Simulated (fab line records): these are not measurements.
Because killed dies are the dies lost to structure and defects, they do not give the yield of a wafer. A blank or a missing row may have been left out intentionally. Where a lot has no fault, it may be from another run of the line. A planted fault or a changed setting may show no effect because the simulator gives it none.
Matching of chambers ; flow nand-harc ; NHARC_A_CONTACT_DEP_24 on pecvd-03: 3 sister chambers
The step deposits SiO2, target thk 500 nm. 15 wafers are shown with their chamber, then 7 later ones without.

## WAFERS, EACH WITH ITS CHAMBER
wafer;chamber;throttle-valve-pct (%);heater-power-w (W)
L362.1;2;15.8;490
L362.3;1;16.9;680
L362.5;1;16.7;535
L363.1;0;16.5;454
L363.4;0;16.6;483
L363.6;2;16.3;598
L368.1;2;15.9;641
L368.3;1;16.7;609
L368.5;0;16.7;506
L372.2;2;16.3;559
L372.3;1;16.6;687
L373.1;2;16.3;550
L373.3;0;17.0;431
L381.3;1;16.8;677
L381.4;1;16.6;529

SIGNATURES (means of the wafers above)
reading;chamber 0;chamber 1;chamber 2;scatter within a chamber
throttle-valve-pct;16.700;16.717;16.120;0.195
heater-power-w;468.50;619.50;567.60;59.8
Rule: a wafer's distance from a chamber is the root of the sum, over the readings, of the square of ((its reading less the chamber's mean) divided by the reading's scatter). The wafer belongs to the nearest chamber; if the next one is less than 2 further off, it can't be placed. How the scatter is found: for the shown wafers, subtract from each reading the mean of its chamber, square and add these, divide the total by (wafers less chambers), then take the root.

## WAFERS WHOSE CHAMBER IS MISSING
wafer;throttle-valve-pct (%);heater-power-w (W)
L381.5;16.9;487
L379.1;16.1;626
L379.3;16.5;467
L379.4;16.5;513
L382.1;16.3;611
L382.4;16.3;632
L382.5;15.5;502

## WHICH CHAMBER EACH WENT THROUGH
wafer;from the rows above;in truth
L381.5;can't be placed: 0 or 1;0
L379.1;2;2
L379.3;can't be placed: 0 or 2 or 1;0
L379.4;can't be placed: 0 or 1 or 2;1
L382.1;can't be placed: 2 or 1 or 0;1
L382.4;can't be placed: 2 or 1 or 0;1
L382.5;2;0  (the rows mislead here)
1 of 7 placed correctly. From these rows, 5 cannot be placed; in 5 the true chamber is one of the candidates. Number placed wrongly: 1.
